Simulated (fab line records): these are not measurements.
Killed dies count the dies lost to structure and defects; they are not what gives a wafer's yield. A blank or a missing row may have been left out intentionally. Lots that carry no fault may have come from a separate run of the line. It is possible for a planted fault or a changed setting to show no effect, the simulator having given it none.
fab line records -- flow nandHarc
record: lots: 24, wafers: 72, lastDay: 34
route steps=1302 shown P_M0@279 P_M1@305 P_M2@333
lots untouched by any fault: they come from a run of this same line in which no faults occurred
startH: start of the lot's first displayed wafer, in hours after the record's first day -- waitH: time in hours since the lot's previous step -- " the same as in the row above -- L1.1+2: one row covering several wafers at once -- - either no value or no given start -- * or withheld: withheld -- < > ~ a bound
route shown NAME@n: a module of which the file shows steps, and the number in the route of the first -- usual: mean/standard deviation taken from wafers without a fault -- same: alike in all rows -- chamber/n: place in a boat -- sites: the reading at each site -- _std_site: standard deviation across them -- _edge_site: mean of outer sites minus mean of inner sites -- radiusMm: how far each site lies from the wafer's centre -- mask NAME#n: copy n -- behind: the tool/chamber that last shaped the wafer -- hold: why the lot was held/for how many hours/how that ended -- device: which transistor (n, p or np) failed to switch -- end of line: the route-end tests of the same wafers -- a step with no rows: only its recipe -- killed: dies lost to structure and defects at the first sort, not the wafer's yield -- map: a wafer's dies, x killed, . not, _ none there
set.NAME: setting as actually run; set.NAME@STEP: the setting as run at that earlier step -- model.NAME: the simulator's own value behind a step, which no gauge read
one table for each step of the route and one row for each wafer, over a sample of lots
services: from which hour (startH, from the record's first day; less than 0 if before it) a tool's chamber was out of use, for how many hours, and why
== steps ==
step: NHARC_P_M0_THK_MEAS_24
recipe: thkMeasGauge: xrf
usual: thkNm: 117.6/1.6
lot.wafer,tool,chamber,startH,waitH,thkNm
L074.3,filmMetro-01,-,122.18,-,117.6
L074.5,filmMetro-01,-,122.18,-,121.5
L074.6,filmMetro-01,-,122.18,-,116.8
L075.1,filmMetro-02,-,135.89,-,116.7
L075.2,filmMetro-02,-,135.89,-,119.0
L075.5,filmMetro-02,-,135.89,-,117.6
L076.2,filmMetro-01,-,143.18,-,117.2
L076.5,filmMetro-01,-,143.18,-,117.5
L076.6,filmMetro-01,-,143.18,-,117.4
L077.2,filmMetro-01,-,154.00,-,117.0
L077.3,filmMetro-01,-,154.00,-,116.7
L077.5,filmMetro-01,-,154.00,-,116.0
L078.1,filmMetro-02,-,166.03,-,118.0
L078.5,filmMetro-02,-,166.03,-,115.0
L078.6,filmMetro-02,-,166.03,-,118.0
L079.1,filmMetro-02,-,178.14,-,119.0
L079.5,filmMetro-02,-,178.14,-,118.0
L079.6,filmMetro-02,-,178.14,-,121.2
L080.2,filmMetro-02,-,191.70,-,118.7
L080.3,filmMetro-02,-,191.70,-,114.9
L080.5,filmMetro-02,-,191.70,-,119.7
L081.2,filmMetro-01,-,192.50,-,115.9
L081.3,filmMetro-01,-,192.50,-,116.1
L081.4,filmMetro-01,-,192.50,-,117.6
L082.1,filmMetro-01,-,204.33,-,115.5
L082.2,filmMetro-01,-,204.33,-,119.0
L082.4,filmMetro-01,-,204.33,-,117.8
L083.1,filmMetro-01,-,216.42,-,117.9
L083.2,filmMetro-01,-,216.42,-,118.0
L083.3,filmMetro-01,-,216.42,-,119.1
L084.1,filmMetro-02,-,222.32,-,117.8
L084.2,filmMetro-02,-,222.32,-,118.6
L084.6,filmMetro-02,-,222.32,-,116.9
L086.1,filmMetro-02,-,236.01,-,116.0
L086.2,filmMetro-02,-,236.01,-,118.5
L086.5,filmMetro-02,-,236.01,-,118.7
L085.2,filmMetro-01,-,237.07,-,117.7
L085.3,filmMetro-01,-,237.07,-,117.1
L085.6,filmMetro-01,-,237.07,-,116.2
L087.1,filmMetro-01,-,258.07,-,118.0
L087.3,filmMetro-01,-,258.07,-,117.4
L087.6,filmMetro-01,-,258.07,-,120.8
L089.2,filmMetro-02,-,273.33,-,114.4
L089.5,filmMetro-02,-,273.33,-,118.9
L089.6,filmMetro-02,-,273.33,-,116.2
L088.2,filmMetro-02,-,276.65,-,117.6
L088.3,filmMetro-02,-,276.65,-,118.6
L088.5,filmMetro-02,-,276.65,-,115.8
L090.2,filmMetro-01,-,286.63,-,118.7
L090.5,filmMetro-01,-,286.63,-,118.6
L090.6,filmMetro-01,-,286.63,-,114.6
L091.2,filmMetro-01,-,290.90,-,116.0
L091.4,filmMetro-01,-,290.90,-,118.3
L091.6,filmMetro-01,-,290.90,-,115.1
L092.1,filmMetro-02,-,303.82,-,116.7
L092.2,filmMetro-02,-,303.82,-,116.8
L092.4,filmMetro-02,-,303.82,-,117.3
L093.1,filmMetro-02,-,316.77,-,118.0
L093.4,filmMetro-02,-,316.77,-,117.6
L093.6,filmMetro-02,-,316.77,-,117.9
L094.1,filmMetro-02,-,327.03,-,117.1
L094.4,filmMetro-02,-,327.03,-,119.9
L094.5,filmMetro-02,-,327.03,-,117.1
L095.2,filmMetro-01,-,328.54,-,117.5
L095.5,filmMetro-01,-,328.54,-,118.6
L095.6,filmMetro-01,-,328.54,-,119.1
L096.1,filmMetro-02,-,341.98,-,118.6
L096.3,filmMetro-02,-,341.98,-,117.7
L096.4,filmMetro-02,-,341.98,-,116.2
L097.1,filmMetro-02,-,349.81,-,118.9
L097.2,filmMetro-02,-,349.81,-,114.4
L097.5,filmMetro-02,-,349.81,-,118.9
step: NHARC_P_M0_INSPECT_27
usual: rawDefectCount: 321/160
lot.wafer,tool,chamber,startH,waitH,rawDefectCount
L074.3,defectInspect-02,-,122.34,0.0,283
L074.5,defectInspect-02,-,122.34,0.0,382
L074.6,defectInspect-02,-,122.34,0.0,449
L075.1,defectInspect-02,-,136.05,0.0,342
L075.2,defectInspect-02,-,136.05,0.0,229
L075.5,defectInspect-02,-,136.05,0.0,228
L076.2,defectInspect-01,-,143.33,0.0,703
L076.5,defectInspect-01,-,143.33,0.0,821
L076.6,defectInspect-01,-,143.33,0.0,489
L077.2,defectInspect-01,-,154.16,0.0,148
L077.3,defectInspect-01,-,154.16,0.0,302
L077.5,defectInspect-01,-,154.16,0.0,122
L078.1,defectInspect-01,-,166.18,0.0,217
L078.5,defectInspect-01,-,166.18,0.0,343
L078.6,defectInspect-01,-,166.18,0.0,242
L079.1,defectInspect-01,-,178.30,0.0,158
L079.5,defectInspect-01,-,178.30,0.0,175
L079.6,defectInspect-01,-,178.30,0.0,126
L080.2,defectInspect-02,-,191.86,0.0,313
L080.3,defectInspect-02,-,191.86,0.0,312
L080.5,defectInspect-02,-,191.86,0.0,341
L081.2,defectInspect-02,-,192.66,0.0,287
L081.3,defectInspect-02,-,192.66,0.0,295
L081.4,defectInspect-02,-,192.66,0.0,229
L082.1,defectInspect-02,-,204.49,0.0,267
L082.2,defectInspect-02,-,204.49,0.0,261
L082.4,defectInspect-02,-,204.49,0.0,194
L083.1,defectInspect-02,-,216.57,0.0,449
L083.2,defectInspect-02,-,216.57,0.0,427
L083.3,defectInspect-02,-,216.57,0.0,722
L084.1,defectInspect-01,-,222.47,0.0,184
L084.2,defectInspect-01,-,222.47,0.0,326
L084.6,defectInspect-01,-,222.47,0.0,197
L086.1,defectInspect-01,-,236.16,0.0,311
L086.2,defectInspect-01,-,236.16,0.0,332
L086.5,defectInspect-01,-,236.16,0.0,240
L085.2,defectInspect-02,-,237.23,0.0,242
L085.3,defectInspect-02,-,237.23,0.0,254
L085.6,defectInspect-02,-,237.23,0.0,282
L087.1,defectInspect-01,-,258.22,0.0,347
L087.3,defectInspect-01,-,258.22,0.0,338
L087.6,defectInspect-01,-,258.22,0.0,232
L089.2,defectInspect-02,-,273.49,0.0,268
L089.5,defectInspect-02,-,273.49,0.0,860
L089.6,defectInspect-02,-,273.49,0.0,542
L088.2,defectInspect-01,-,276.81,0.0,342
L088.3,defectInspect-01,-,276.81,0.0,410
L088.5,defectInspect-01,-,276.81,0.0,192
L090.2,defectInspect-01,-,286.78,0.0,537
L090.5,defectInspect-01,-,286.78,0.0,332
L090.6,defectInspect-01,-,286.78,0.0,375
L091.2,defectInspect-01,-,291.06,0.0,282
L091.4,defectInspect-01,-,291.06,0.0,345
L091.6,defectInspect-01,-,291.06,0.0,284
L092.1,defectInspect-02,-,303.98,0.0,491
L092.2,defectInspect-02,-,303.98,0.0,141
L092.4,defectInspect-02,-,303.98,0.0,228
L093.1,defectInspect-02,-,316.93,0.0,257
L093.4,defectInspect-02,-,316.93,0.0,158
L093.6,defectInspect-02,-,316.93,0.0,233
L094.1,defectInspect-01,-,327.19,0.0,217
L094.4,defectInspect-01,-,327.19,0.0,284
L094.5,defectInspect-01,-,327.19,0.0,340
L095.2,defectInspect-01,-,328.70,0.0,151
L095.5,defectInspect-01,-,328.70,0.0,142
L095.6,defectInspect-01,-,328.70,0.0,158
L096.1,defectInspect-02,-,342.13,0.0,341
L096.3,defectInspect-02,-,342.13,0.0,465
L096.4,defectInspect-02,-,342.13,0.0,751
L097.1,defectInspect-02,-,349.96,0.0,412
L097.2,defectInspect-02,-,349.96,0.0,307
L097.5,defectInspect-02,-,349.96,0.0,453
step: NHARC_P_M1_DEGAS_29
recipe: tempC: 250, timeS: 60
usual: heaterPowerW: 322/30
same: timeS: 60
lot.wafer,tool,chamber,startH,waitH,heaterPowerW
L074.3,pvdSputter-02,-,124.81,-,310
L074.6,pvdSputter-02,-,124.81,-,313
L074.5,pvdSputter-02,-,124.81,-,346
L075.1,pvdSputter-02,-,138.67,-,314
L075.2,pvdSputter-02,-,138.67,-,256
L075.5,pvdSputter-02,-,138.67,-,344
L076.2,pvdSputter-01,-,145.95,-,349
L076.6,pvdSputter-01,-,145.95,-,339
L076.5,pvdSputter-01,-,145.95,-,346
L077.3,pvdSputter-02,-,156.76,-,333
L077.2,pvdSputter-02,-,156.76,-,348
L077.5,pvdSputter-02,-,156.76,-,325
L078.1,pvdSputter-03,-,168.65,-,314
L078.6,pvdSputter-03,-,168.65,-,306
L078.5,pvdSputter-03,-,168.65,-,324
L079.1,pvdSputter-02,-,181.05,-,312
L079.5,pvdSputter-02,-,181.05,-,317
L079.6,pvdSputter-02,-,181.05,-,264
L080.3,pvdSputter-02,-,194.48,-,310
L080.2,pvdSputter-02,-,194.48,-,324
L080.5,pvdSputter-02,-,194.48,-,253
L081.4,pvdSputter-01,-,195.33,-,357
L081.2,pvdSputter-01,-,195.33,-,351
L081.3,pvdSputter-01,-,195.33,-,343
L082.1,pvdSputter-02,-,207.14,-,257
L082.2,pvdSputter-02,-,207.14,-,315
L082.4,pvdSputter-02,-,207.14,-,353
L083.2,pvdSputter-02,-,219.22,-,346
L083.3,pvdSputter-02,-,219.22,-,324
L083.1,pvdSputter-02,-,219.22,-,263
L084.1,pvdSputter-03,-,225.12,-,327
L084.2,pvdSputter-03,-,225.12,-,307
L084.6,pvdSputter-03,-,225.12,-,326
L086.2,pvdSputter-03,-,238.81,-,331
L086.1,pvdSputter-03,-,238.81,-,356
L086.5,pvdSputter-03,-,238.81,-,364
L085.2,pvdSputter-02,-,240.07,-,262
L085.3,pvdSputter-02,-,240.07,-,309
L085.6,pvdSputter-02,-,240.07,-,350
L087.3,pvdSputter-02,-,260.81,-,315
L087.1,pvdSputter-02,-,260.81,-,348
L087.6,pvdSputter-02,-,260.81,-,343
L089.2,pvdSputter-01,-,276.01,-,324
L089.5,pvdSputter-01,-,276.01,-,323
L089.6,pvdSputter-01,-,276.01,-,339
L088.3,pvdSputter-02,-,279.41,-,352
L088.2,pvdSputter-02,-,279.41,-,328
L088.5,pvdSputter-02,-,279.41,-,325
L090.2,pvdSputter-01,-,289.38,-,319
L090.5,pvdSputter-01,-,289.38,-,350
L090.6,pvdSputter-01,-,289.38,-,320
L091.4,pvdSputter-01,-,293.54,-,321
L091.2,pvdSputter-01,-,293.54,-,337
L091.6,pvdSputter-01,-,293.54,-,329
L092.4,pvdSputter-02,-,306.58,-,320
L092.1,pvdSputter-02,-,306.58,-,321
L092.2,pvdSputter-02,-,306.58,-,359
L093.1,pvdSputter-03,-,319.55,-,296
L093.4,pvdSputter-03,-,319.55,-,321
L093.6,pvdSputter-03,-,319.55,-,308
L094.4,pvdSputter-02,-,329.80,-,329
L094.1,pvdSputter-02,-,329.80,-,328
L094.5,pvdSputter-02,-,329.80,-,362
L095.2,pvdSputter-01,-,331.38,-,313
L095.6,pvdSputter-01,-,331.38,-,340
L095.5,pvdSputter-01,-,331.38,-,347
L096.3,pvdSputter-02,-,344.60,-,247
L096.1,pvdSputter-02,-,344.60,-,316
L096.4,pvdSputter-02,-,344.60,-,333
L097.2,pvdSputter-01,-,352.44,-,347
L097.1,pvdSputter-01,-,352.44,-,332
L097.5,pvdSputter-01,-,352.44,-,335
step: NHARC_P_M1_PRE_CLEAN_32
recipe: timeS: 12, tempC: 370, rfPowerW: 300, gas: NH3
usual: heaterPowerW: 663/100
same: timeS: 12
lot.wafer,tool,chamber,startH,waitH,heaterPowerW
L074.3,pecvd-01,0,126.44,0.1,636
L074.6,pecvd-01,2,126.44,0.1,653
L074.5,pecvd-01,1,126.44,0.1,846
L075.1,pecvd-03,2,140.29,0.1,540
L075.2,pecvd-03,1,140.29,0.1,709
L075.5,pecvd-03,2,140.29,0.1,533
L076.2,pecvd-01,0,147.58,0.1,568
L076.6,pecvd-01,1,147.58,0.1,797
L076.5,pecvd-01,0,147.58,0.1,581
L077.3,pecvd-01,2,158.39,0.1,668
L077.2,pecvd-01,0,158.39,0.1,588
L077.5,pecvd-01,0,158.39,0.1,577
L078.1,pecvd-03,2,170.27,0.1,559
L078.5,pecvd-03,2,170.27,0.1,572
L078.6,pecvd-03,0,170.27,0.1,523
L079.1,pecvd-01,1,182.80,0.1,725
L079.5,pecvd-01,2,182.80,0.1,642
L079.6,pecvd-01,0,182.80,0.1,553
L080.3,pecvd-01,2,196.09,0.1,635
L080.2,pecvd-01,1,196.09,0.1,870
L080.5,pecvd-01,2,196.09,0.1,659
L081.3,pecvd-02,0,197.04,0.1,625
L081.2,pecvd-02,1,197.04,0.1,610
L081.4,pecvd-02,0,197.04,0.1,632
L082.2,pecvd-03,2,208.82,0.1,545
L082.1,pecvd-03,0,208.82,0.1,586
L082.4,pecvd-03,2,208.82,0.1,557
L083.2,pecvd-02,2,220.84,0.1,674
L083.1,pecvd-02,0,220.84,0.1,717
L083.3,pecvd-02,1,220.84,0.1,687
L084.1,pecvd-01,1,226.75,0.1,832
L084.2,pecvd-01,0,226.75,0.1,539
L084.6,pecvd-01,1,226.75,0.1,845
L086.1,pecvd-01,0,240.43,0.1,624
L086.2,pecvd-01,2,240.43,0.1,673
L086.5,pecvd-01,0,240.43,0.1,651
L085.2,pecvd-02,0,241.69,0.1,758
L085.3,pecvd-02,1,241.69,0.1,757
L085.6,pecvd-02,0,241.69,0.1,759
L087.3,pecvd-02,0,262.45,0.1,627
L087.1,pecvd-02,1,262.45,0.1,676
L087.6,pecvd-02,2,262.45,0.1,714
L089.2,pecvd-02,2,277.61,0.1,840
L089.5,pecvd-02,2,277.61,0.1,855
L089.6,pecvd-02,1,277.61,0.1,763
L088.3,pecvd-01,2,281.04,0.1,648
L088.2,pecvd-01,0,281.04,0.1,560
L088.5,pecvd-01,2,281.04,0.1,639
L090.2,pecvd-03,2,291.00,0.1,460
L090.6,pecvd-03,1,291.00,0.1,689
L090.5,pecvd-03,0,291.00,0.1,547
L091.2,pecvd-01,2,295.15,0.1,567
L091.6,pecvd-01,0,295.15,0.1,623
L091.4,pecvd-01,1,295.15,0.1,789
L092.1,pecvd-01,0,308.36,0.1,562
L092.2,pecvd-01,1,308.36,0.1,784
L092.4,pecvd-01,2,308.36,0.1,660
L093.1,pecvd-02,0,321.29,0.2,799
L093.4,pecvd-02,1,321.29,0.2,661
L093.6,pecvd-02,0,321.29,0.2,757
L094.1,pecvd-02,1,331.42,0.1,665
L094.5,pecvd-02,2,331.42,0.1,819
L094.4,pecvd-02,0,331.42,0.1,667
L095.2,pecvd-01,1,333.00,0.1,790
L095.5,pecvd-01,1,333.00,0.1,780
L095.6,pecvd-01,2,333.00,0.1,660
L096.1,pecvd-03,1,346.21,0.1,614
L096.3,pecvd-03,2,346.21,0.1,529
L096.4,pecvd-03,0,346.21,0.1,574
L097.1,pecvd-03,1,354.06,0.1,717
L097.2,pecvd-03,2,354.06,0.1,481
L097.5,pecvd-03,2,354.06,0.1,485
step: NHARC_P_M2_ETCH_15
recipe: targetDepthA: 1825, timeS: 91.2, c4f8FlowSccm: withheld, arFlowSccm: 400, rfW: 600, biasW: 300, chemistry: C4F8/Ar
usual: oesProductAu: 0.943/0.023, rfVppV: 441.2/2.4
same: timeS: 91.2
lot.wafer,tool,chamber,startH,waitH,oesProductAu,rfHoursCounterH,rfVppV
L074.3,rieDiel-11,1,-,-,0.953,1.6,438.9
L074.5,rieDiel-11,2,-,-,0.974,-,438.8
L074.6,rieDiel-11,3,-,-,0.991,-,441.4
L075.1,rieDiel-12,1,-,-,0.914,1.4,441.1
L075.2,rieDiel-12,2,-,-,0.929,1.8,442.5
L075.5,rieDiel-12,0,-,-,0.932,-,445.6
L076.2,rieDiel-11,0,-,-,0.978,3.0,444.9
L076.5,rieDiel-11,2,-,-,0.957,-,438.4
L076.6,rieDiel-11,3,-,-,0.971,-,441.7
L077.2,rieDiel-11,0,-,-,0.984,3.2,447.2
L077.3,rieDiel-11,2,-,-,0.958,3.7,439.1
L077.5,rieDiel-11,3,-,-,0.979,-,439.7
L078.1,rieDiel-11,3,-,-,0.970,4.5,440.9
L078.6,rieDiel-11,2,-,-,0.955,-,439.8
L078.5,rieDiel-11,3,-,-,0.968,-,440.8
L079.1,rieDiel-10,1,-,-,0.931,5.8,439.0
L079.6,rieDiel-10,3,-,-,0.928,-,442.5
L079.5,rieDiel-10,0,-,-,0.949,-,442.6
L080.3,rieDiel-11,1,-,-,0.977,4.7,436.3
L080.2,rieDiel-11,3,-,-,0.962,5.5,440.9
L080.5,rieDiel-11,1,-,-,0.981,-,438.8
L081.3,rieDiel-11,0,-,-,0.931,4.8,445.1
L081.2,rieDiel-11,2,-,-,0.931,5.5,440.8
L081.4,rieDiel-11,3,-,-,0.944,5.5,441.3
L082.4,rieDiel-11,0,-,-,0.926,5.4,446.6
L082.2,rieDiel-11,2,-,-,0.927,5.8,441.2
L082.1,rieDiel-11,3,-,-,0.929,5.9,440.5
L083.2,rieDiel-10,3,-,-,0.919,7.1,443.9
L083.3,rieDiel-10,0,-,-,0.923,6.3,441.5
L083.1,rieDiel-10,2,-,-,0.914,7.5,439.6
L084.1,rieDiel-11,1,-,-,0.947,6.1,437.5
L084.2,rieDiel-11,2,-,-,0.970,6.5,439.4
L084.6,rieDiel-11,1,-,-,0.948,-,438.2
L086.2,rieDiel-11,0,-,-,0.959,6.4,445.8
L086.1,rieDiel-11,2,-,-,0.971,6.8,439.9
L086.5,rieDiel-11,2,-,-,0.961,-,440.4
L085.3,rieDiel-12,1,-,-,0.920,8.7,444.0
L085.2,rieDiel-12,2,-,-,0.930,12.1,443.1
L085.6,rieDiel-12,1,-,-,0.920,-,442.4
L087.3,rieDiel-12,0,-,-,0.933,11.0,446.5
L087.1,rieDiel-12,2,-,-,0.920,12.8,442.9
L087.6,rieDiel-12,0,-,-,0.936,-,446.0
L089.2,rieDiel-10,0,-,-,0.912,0.6,441.3
L089.5,rieDiel-10,1,-,-,0.929,-,438.2
L089.6,rieDiel-10,2,-,-,0.922,-,438.6
L088.2,rieDiel-11,2,-,-,0.976,0.7,440.1
L088.3,rieDiel-11,3,-,-,0.970,0.7,441.0
L088.5,rieDiel-11,2,-,-,0.979,-,440.3
L090.2,rieDiel-11,3,-,-,0.924,0.8,441.6
L090.6,rieDiel-11,2,-,-,0.916,-,439.3
L090.5,rieDiel-11,3,-,-,0.932,-,441.0
L091.4,rieDiel-10,2,-,-,0.914,2.0,439.3
L091.2,rieDiel-10,0,-,-,0.921,1.3,442.5
L091.6,rieDiel-10,1,-,-,0.925,-,438.3
L092.1,rieDiel-11,2,-,-,0.965,2.3,439.0
L092.4,rieDiel-11,0,-,-,0.948,2.9,445.2
L092.2,rieDiel-11,1,-,-,0.958,2.8,437.8
L093.4,rieDiel-10,0,-,-,0.919,2.7,440.1
L093.1,rieDiel-10,3,-,-,0.929,3.1,443.0
L093.6,rieDiel-10,1,-,-,0.925,-,438.6
L094.4,rieDiel-10,3,-,-,0.920,3.7,441.9
L094.1,rieDiel-10,1,-,-,0.922,2.9,439.0
L094.5,rieDiel-10,0,-,-,0.911,-,440.8
L095.2,rieDiel-11,3,-,-,0.961,4.2,441.6
L095.6,rieDiel-11,0,-,-,0.951,-,444.9
L095.5,rieDiel-11,2,-,-,0.966,-,440.4
L096.4,rieDiel-10,3,-,-,0.943,5.6,443.5
L096.1,rieDiel-10,0,-,-,0.921,4.8,440.6
L096.3,rieDiel-10,2,-,-,0.919,5.1,441.2
L097.2,rieDiel-10,1,-,-,0.942,4.4,439.8
L097.1,rieDiel-10,3,-,-,0.932,5.8,442.2
L097.5,rieDiel-10,0,-,-,0.919,-,441.2
step: NHARC_P_M2_DEP_33
recipe: targetThkA: 300, tempC: 370, targetThkNm: 30, pressureTorr: 3, flowSccm: 200, rfW: 450, material: SiCN
usual: heaterPowerW: 621/110
lot.wafer,tool,chamber,startH,waitH,heaterPowerW
L074.3,pecvd-03,0,130.91,0.1,412
L074.6,pecvd-03,1,130.91,0.1,603
L074.5,pecvd-03,2,130.91,0.1,519
L075.2,pecvd-03,0,144.56,0.1,450
L075.1,pecvd-03,1,144.56,0.1,654
L075.5,pecvd-03,1,144.56,0.1,661
L076.2,pecvd-01,1,151.87,0.1,755
L076.6,pecvd-01,2,151.87,0.1,523
L076.5,pecvd-01,1,151.87,0.1,706
L077.2,pecvd-02,2,163.16,0.1,724
L077.3,pecvd-02,0,163.16,0.1,631
L077.5,pecvd-02,2,163.16,0.1,738
L078.1,pecvd-01,2,175.05,0.1,535
L078.5,pecvd-01,0,175.05,0.1,469
L078.6,pecvd-01,1,175.05,0.1,762
L079.1,pecvd-01,2,187.07,0.1,608
L079.5,pecvd-01,2,187.07,0.1,590
L079.6,pecvd-01,0,187.07,0.1,523
L080.3,pecvd-02,1,200.61,0.1,594
L080.2,pecvd-02,0,200.61,0.1,698
L080.5,pecvd-02,2,200.61,0.1,718
L081.2,pecvd-03,1,201.16,0.1,542
L081.3,pecvd-03,2,201.16,0.1,453
L081.4,pecvd-03,1,201.16,0.1,533
L082.2,pecvd-03,1,212.91,0.1,601
L082.1,pecvd-03,2,212.91,0.1,482
L082.4,pecvd-03,0,212.91,0.1,480
L083.2,pecvd-02,2,225.11,0.1,741
L083.1,pecvd-02,0,225.11,0.1,633
L083.3,pecvd-02,1,225.11,0.1,595
L084.2,pecvd-01,1,231.08,0.1,715
L084.1,pecvd-01,2,231.08,0.1,602
L084.6,pecvd-01,1,231.08,0.1,738
L086.1,pecvd-01,0,244.80,0.1,553
L086.2,pecvd-01,1,244.80,0.1,741
L086.5,pecvd-01,2,244.80,0.1,538
L085.3,pecvd-02,0,246.05,0.1,718
L085.2,pecvd-02,1,246.05,0.1,716
L085.6,pecvd-02,1,246.05,0.1,715
L087.3,pecvd-01,0,266.74,0.1,522
L087.1,pecvd-01,1,266.74,0.1,675
L087.6,pecvd-01,1,266.74,0.1,646
L089.2,pecvd-01,0,281.97,0.1,570
L089.5,pecvd-01,1,281.97,0.1,772
L089.6,pecvd-01,0,281.97,0.1,555
L088.2,pecvd-01,1,285.27,0.1,744
L088.3,pecvd-01,2,285.27,0.1,508
L088.5,pecvd-01,0,285.27,0.1,556
L090.2,pecvd-02,0,295.40,0.1,704
L090.6,pecvd-02,1,295.40,0.1,670
L090.5,pecvd-02,2,295.40,0.1,680
L091.2,pecvd-01,0,299.47,0.1,542
L091.4,pecvd-01,1,299.47,0.1,788
L091.6,pecvd-01,2,299.47,0.1,609
L092.1,pecvd-02,2,312.99,0.1,829
L092.2,pecvd-02,0,312.99,0.1,671
L092.4,pecvd-02,1,312.99,0.1,676
L093.1,pecvd-01,1,325.71,0.1,745
L093.4,pecvd-01,2,325.71,0.1,620
L093.6,pecvd-01,0,325.71,0.1,557
L094.1,pecvd-02,2,335.73,0.1,688
L094.5,pecvd-02,2,335.73,0.1,683
L094.4,pecvd-02,1,335.73,0.1,593
L095.2,pecvd-02,0,337.32,0.1,677
L095.6,pecvd-02,2,337.32,0.1,795
L095.5,pecvd-02,0,337.32,0.1,670
L096.3,pecvd-02,0,350.44,0.1,632
L096.1,pecvd-02,1,350.44,0.1,710
L096.4,pecvd-02,2,350.44,0.1,801
L097.2,pecvd-03,2,358.45,0.1,468
L097.1,pecvd-03,0,358.45,0.1,425
L097.5,pecvd-03,0,358.45,0.1,434
== services ==
tool,chamber,startH,hours,kind
pvdSputter-02,-,104.00,10.0,pm
pecvd-02,2,125.51,12.4,repair
pecvd-02,0,128.18,7.7,repair
pecvd-01,-,130.00,13.0,pm
pecvd-02,0,152.65,9.0,repair
rieDiel-10,1,153.27,6.4,repair
pvdSputter-01,-,158.82,4.2,repair
pvdSputter-02,-,182.78,3.9,repair
pecvd-03,-,185.33,13.0,pm
pvdSputter-02,-,187.20,6.1,repair
pecvd-02,-,227.00,13.0,pm
pvdSputter-01,-,228.92,10.0,pm
rieDiel-11,1,229.66,18.1,repair
rieDiel-10,0,236.69,1.6,repair
rieDiel-10,-,242.50,9.0,pm
rieDiel-11,-,255.50,9.0,pm
rieDiel-10,3,255.71,3.9,repair
pecvd-03,2,256.58,11.3,repair
pvdSputter-02,-,261.18,5.4,repair
pecvd-03,-,275.16,1.3,repair
pvdSputter-02,-,282.00,10.0,pm
pecvd-01,-,311.00,13.0,pm
rieDiel-11,1,324.10,30.2,repair
rieDiel-11,0,350.22,7.1,repair
== key ==
fault none
